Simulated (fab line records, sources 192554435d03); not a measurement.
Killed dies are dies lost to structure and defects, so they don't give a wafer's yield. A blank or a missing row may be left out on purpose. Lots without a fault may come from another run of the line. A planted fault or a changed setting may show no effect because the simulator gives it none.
Which tool did it? | flow n5_finfet | 11 lots, 29 wafers sampled, at 4 steps of a route of 1938

WHAT THE GAUGES READ, wafer by wafer
N5_BEOL_M15_CD_MEAS_17: target cd 360 nm.
lot  | measured     | on        | cd_nm (nm)
L579 | day 12 01:50 | cd_sem-01 | 358.6 359.4 360.3
L582 | day 12 18:43 | cd_sem-01 | 360.0 363.1 357.8
L583 | day 12 23:07 | cd_sem-02 | 360.7 359.7 362.4
L585 | day 13 05:12 | cd_sem-03 | 360.7 357.7 358.7
L589 | day 14 17:24 | cd_sem-03 | 362.5 361.9 364.0
L594 | day 15 13:47 | cd_sem-01 | 362.5 359.7 360.4
L595 | day 15 15:54 | cd_sem-03 | 362.7 361.3 362.1
L597 | day 16 11:59 | cd_sem-03 | 358.6 362.0
L599 | day 16 14:58 | cd_sem-01 | 359.5
L598 | day 16 16:29 | cd_sem-01 | 360.7 361.7
L602 | day 18 01:47 | cd_sem-03 | 358.4 357.0 355.0

N5_BEOL_M15_CD_MEAS_28: target cd 407.6 nm.
lot  | measured     | on        | cd_nm (nm)
L579 | day 12 02:49 | cd_sem-03 | 404.7 407.0 406.5
L582 | day 12 19:43 | cd_sem-03 | 408.7 409.6 408.7
L583 | day 12 23:59 | cd_sem-01 | 409.0 407.5 409.3
L585 | day 13 06:12 | cd_sem-02 | 407.6 409.2 407.5
L589 | day 14 18:28 | cd_sem-02 | 408.4 407.9 410.0
L594 | day 15 14:54 | cd_sem-01 | 409.5 407.7 406.9
L595 | day 15 16:58 | cd_sem-02 | 408.2 409.1 407.5
L597 | day 16 12:52 | cd_sem-01 | 393.0 394.6
L599 | day 16 15:50 | cd_sem-01 | 396.8
L598 | day 16 17:28 | cd_sem-02 | 400.2 398.2
L602 | day 18 02:39 | cd_sem-03 | 409.5 407.6 409.4

WHICH TOOL RAN EACH LOT (tool, then ch and the chambers of the sampled wafers, then the start)
lot  | N5_BEOL_M15_ILD_DEP_00          | N5_BEOL_M15_EXPOSE_25
L579 | pecvd-04 ch 0,1,2, day 12 00:39 | krf_scanner-02 ch 0, day 12 02:38
L582 | pecvd-02 ch 0,1,2, day 12 17:35 | krf_scanner-01 ch 0, day 12 19:34
L583 | pecvd-02 ch 1,2, day 12 21:47   | krf_scanner-01 ch 0, day 12 23:50
L585 | pecvd-02 ch 0,1, day 13 04:04   | krf_scanner-02 ch 0, day 13 06:02
L589 | pecvd-04 ch 0,2, day 14 16:08   | krf_scanner-01 ch 0, day 14 18:18
L594 | pecvd-03 ch 0,1,2, day 15 12:45 | krf_scanner-01 ch 0, day 15 14:44
L595 | pecvd-02 ch 0,1, day 15 14:00   | krf_scanner-01 ch 0, day 15 16:47
L597 | pecvd-02 ch 0,1, day 16 10:00   | krf_scanner-01 ch 0, day 16 12:42
L599 | pecvd-04 ch 1, day 16 13:49     | krf_scanner-01 ch 0, day 16 15:40
L598 | pecvd-03 ch 0,2, day 16 14:59   | krf_scanner-01 ch 0, day 16 17:18
L602 | pecvd-04 ch 0,1, day 18 00:38   | krf_scanner-02 ch 0, day 18 02:29
- N5_BEOL_M15_ILD_DEP_00: deposits SiO2 from TEOS/O2, target thk 1629.3 nm, time 346.1 s.
- N5_BEOL_M15_EXPOSE_25: exposes mask M15, target cd 400 nm.

WHAT THE TOOLS THEMSELVES READ (means of the sampled wafers that have a number; where no wafer has one, the mark that the record gives instead)
N5_BEOL_M15_ILD_DEP_00.
lot  | tool     | heater_power_w (W) | showerhead_plenum_p_Torr (Torr) | showerhead_vpp_V (V) | throttle_valve_pct (%)
L579 | pecvd-04 | 525                | 8.36                            | 1857                 | 18.0
L582 | pecvd-02 | 402                | 8.34                            | 1868                 | 19.0
L583 | pecvd-02 | 402                | 8.31                            | 1915                 | 18.9
L585 | pecvd-02 | 494                | 8.36                            | 1813                 | 19.1
L589 | pecvd-04 | 503                | 8.34                            | 1884                 | 17.3
L594 | pecvd-03 | 543                | 8.37                            | 1916                 | 18.8
L595 | pecvd-02 | 524                | 8.37                            | 1803                 | 19.1
L597 | pecvd-02 | 540                | 8.36                            | 1857                 | 19.0
L599 | pecvd-04 | 438                | 8.38                            | 1833                 | 19.5
L598 | pecvd-03 | 517                | 8.38                            | 1948                 | 19.4
L602 | pecvd-04 | 530                | 8.36                            | 1882                 | 18.4

N5_BEOL_M15_EXPOSE_25.
lot  | tool           | exposure_dose_mJ_cm2 | stage_vel_mm_s (mm/s)
L579 | krf_scanner-02 | 35.48                | 500.28
L582 | krf_scanner-01 | 35.47                | 500.15
L583 | krf_scanner-01 | 35.43                | 500.19
L585 | krf_scanner-02 | 35.47                | 500.40
L589 | krf_scanner-01 | 35.47                | 499.82
L594 | krf_scanner-01 | 35.43                | 500.06
L595 | krf_scanner-01 | 35.47                | 500.14
L597 | krf_scanner-01 | 32.78                | 499.71
L599 | krf_scanner-01 | 33.34                | 499.82
L598 | krf_scanner-01 | 33.78                | 499.95
L602 | krf_scanner-02 | 35.46                | 499.99

THE ANSWER, worked out from the rows above alone
Rule: what is usual is taken from the lots themselves. Put in order of their means at a reading, lots are off if they are a third of the lots or fewer, leave a main group of 4 or more, and stand apart from it by a gap of 3 or more times the standard deviation of the main group's means; of several such gaps the widest counts. A main group whose means are all the same, to the digits that the tables above print for the reading, isn't used. A lot without any number at a reading at which 4 lots or more have one is off too. The other lots that the step has rows for count as sound. The gauges are gone through in route order, then the tools' own readings, and for those a lot's mean is taken as printed above. The first step at which some lot is off is used, and at that step the reading that is off furthest; a lot without a number counts as furthest.
Off: L597, L599, L598, at N5_BEOL_M15_CD_MEAS_28 (cd_nm). The main group: mean 408.2 nm, standard deviation 0.87.
A tool fits if, at a process step before that reading, it ran every lot that is off, and no sound lot after the first of them. The gauges at N5_BEOL_M15_CD_MEAS_28 aren't tried: what is off there is off at N5_BEOL_M15_EXPOSE_25 too, on other tools, and a gauge's error can't cause that. One fits: krf_scanner-01 at N5_BEOL_M15_EXPOSE_25. Its last sound lot is L595 (day 15 16:47), its first lot that is off L597 (day 16 12:42): a fault that began between those two fits.
The tool's own readings at N5_BEOL_M15_EXPOSE_25 bear it out: on the lots that are off they differ by more than 5 times the standard deviation of the sound lots' means. exposure_dose_mJ_cm2 reads 33.30 there against 35.46 on the sound lots.

WHAT THE SIMULATOR HAD PUT IN
Process parameter drift: krf_scanner-01, from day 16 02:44 on, at N5_BEOL_M15_EXPOSE_25. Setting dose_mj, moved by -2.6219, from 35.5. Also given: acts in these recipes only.
Lots struck among those shown: L597, L599, L598. The rule above found the same.
